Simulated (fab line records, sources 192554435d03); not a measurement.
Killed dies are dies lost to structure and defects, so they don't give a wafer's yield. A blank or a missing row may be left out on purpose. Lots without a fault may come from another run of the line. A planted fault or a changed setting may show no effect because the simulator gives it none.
Which tool did it? | flow n5_finfet | 11 lots, 28 wafers sampled, at 2 steps of a route of 1938

WHAT THE GAUGES READ, wafer by wafer
N5_BEOL_M4_RC_MEAS_101.
lot  | measured     | on        | CJ_N
L713 | day 8 23:31  | prober-02 | 4.46 4.42 4.33
L714 | day 8 23:44  | prober-01 | 4.25 4.27 4.17
L715 | day 9 02:35  | prober-02 | 4.44 4.40
L716 | day 9 22:02  | prober-02 | 4.31 4.26
L717 | day 9 23:08  | prober-02 | 4.25 4.27
L718 | day 10 00:40 | prober-01 | 4.21 4.22 4.12
L721 | day 10 05:06 | prober-01 | 4.15 4.12 4.19
L723 | day 12 02:44 | prober-01 | 4.23 4.29 4.21
L726 | day 12 07:09 | prober-01 | 2.74 2.71
L727 | day 12 08:40 | prober-02 | 2.76 4.33
L733 | day 14 15:52 | prober-01 | 4.47 4.35 4.39

WHICH TOOL RAN EACH LOT (tool, then ch and the chambers of the sampled wafers, then the start)
lot  | N5_WELL_APT_EPI_41
L713 | epi_rpcvd-02 ch 0, day 2 10:37
L714 | epi_rpcvd-02 ch 0, day 2 16:23
L715 | epi_rpcvd-02 ch 0, day 2 22:13
L716 | epi_rpcvd-02 ch 0, day 3 04:27
L717 | epi_rpcvd-04 ch 0, day 3 09:55
L718 | epi_rpcvd-02 ch 0, day 3 15:59
L721 | epi_rpcvd-01 ch 0, day 4 09:56
L723 | epi_rpcvd-01 ch 0, day 4 22:17
L726 | epi_rpcvd-02 ch 0, day 5 16:26
L727 | epi_rpcvd-02 ch 0, day 5 23:01
L733 | epi_rpcvd-01 ch 0, day 7 12:49
- N5_WELL_APT_EPI_41: deposits Si from SiH4/H2, target thk 50 nm, time 297.7 s.

THE ANSWER, worked out from the rows above alone
Rule: what is usual is taken from the lots themselves. Put in order of their means at a reading, lots are off if they are a third of the lots or fewer, leave a main group of 4 or more, and stand apart from it by a gap of 3 or more times the standard deviation of the main group's means; of several such gaps the widest counts. A main group whose means are all the same, to the digits that the tables above print for the reading, isn't used. A lot without any number at a reading at which 4 lots or more have one is off too. The other lots that the step has rows for count as sound.
Off: L726, L727, at N5_BEOL_M4_RC_MEAS_101 (CJ_N). The main group: mean 4.29, standard deviation 0.094.
A tool fits if, at a process step before that reading, it ran every lot that is off, and no sound lot after the first of them. The gauges at N5_BEOL_M4_RC_MEAS_101 are tried like those tools. One fits: epi_rpcvd-02 at N5_WELL_APT_EPI_41. Its last sound lot is L718 (day 3 15:59), its first lot that is off L726 (day 5 16:26): a fault that began between those two fits.

WHAT THE SIMULATOR HAD PUT IN
Process parameter drift: epi_rpcvd-02, from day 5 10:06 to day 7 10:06, at N5_WELL_APT_EPI_41. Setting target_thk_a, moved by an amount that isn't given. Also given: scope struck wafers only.
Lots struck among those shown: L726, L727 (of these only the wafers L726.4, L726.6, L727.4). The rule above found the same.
